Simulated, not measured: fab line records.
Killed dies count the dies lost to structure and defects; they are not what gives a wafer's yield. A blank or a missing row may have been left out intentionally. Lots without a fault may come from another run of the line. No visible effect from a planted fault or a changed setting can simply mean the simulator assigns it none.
Chamber matching | flow n5-finfet | N5_BEOL_M8_CURE_74 on uv-cure-01 has 3 sister chambers
The step cures SiCOH lowk, time 240 s. 20 wafers are shown with their chamber, then 10 later ones without.

## WAFERS PAIRED WITH THEIR CHAMBERS
wafer  | chamber | wafer_temp_C_max | lamp-power-pct (%)
L074.1 | 1       | 386.3            | 52.36
L074.4 | 1       | 386.3            | 52.37
L074.5 | 1       | 386.3            | 52.35
L074.2 | 1       | 386.7            | 52.39
L074.3 | 1       | 386.2            | 52.32
L074.6 | 1       | 386.2            | 52.28
L076.2 | 0       | 387.6            | 52.24
L076.3 | 0       | 388.9            | 52.36
L076.5 | 0       | 387.3            | 52.33
L080.1 | 1       | 386.4            | 52.19
L080.3 | 1       | 386.3            | 52.28
L080.5 | 1       | 386.2            | 52.28
L081.1 | 0       | 387.4            | 52.35
L081.3 | 0       | 388.1            | 52.32
L081.6 | 0       | 386.9            | 52.33
L086.1 | 2       | 387.2            | 52.44
L086.4 | 2       | 387.3            | 52.36
L086.6 | 2       | 387.1            | 52.34
L087.1 | 2       | 388.1            | 52.30
L087.4 | 2       | 388.3            | 52.27

SIGNATURES, as means of the wafers listed above
reading          | chamber 0 | chamber 1 | chamber 2 | scatter within a chamber
wafer_temp_C_max | 387.700   | 386.322   | 387.600   | 0.481
lamp-power-pct   | 52.3217   | 52.3133   | 52.3420   | 0.058
Rule: a wafer lies at a distance from a chamber equal to the root of the sum of squares, over the readings, of (its reading less the chamber's mean, divided by the reading's scatter). If the next closest chamber is less than 2 further off than the closest, the wafer can't be placed; otherwise it belongs to the closest. The scatter is the square root of a quotient: the sum, over the shown wafers, of each reading's squared deviation from its chamber's mean, divided by wafers minus chambers.

## WAFERS WHOSE CHAMBER IS MISSING
wafer  | wafer_temp_C_max | lamp-power-pct (%)
L087.5 | 387.2            | 52.41
L092.1 | 387.5            | 52.34
L092.2 | 387.6            | 52.30
L092.6 | 387.8            | 52.29
L094.1 | 386.3            | 52.24
L094.5 | 386.5            | 52.35
L094.6 | 387.5            | 52.36
L096.2 | 387.2            | 52.16
L096.3 | 387.3            | 52.28
L096.5 | 387.8            | 52.28

## THE CHAMBER EACH PASSED THROUGH
wafer  | from the rows above          | in truth
L087.5 | can't be placed: 2 or 0 or 1 | 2
L092.1 | can't be placed: 2 or 0      | 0
L092.2 | can't be placed: 0 or 2      | 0
L092.6 | can't be placed: 0 or 2      | 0
L094.1 | can't be placed: 1 or 2 or 0 | 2
L094.5 | can't be placed: 1 or 2 or 0 | 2
L094.6 | can't be placed: 2 or 0      | 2
L096.2 | can't be placed: 0 or 1 or 2 | 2
L096.3 | can't be placed: 0 or 2 or 1 | 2
L096.5 | can't be placed: 0 or 2      | 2
0 of 10 placed correctly. Not placeable from these rows: 10 (in 10, the candidates include the true chamber). 0 placed wrongly.
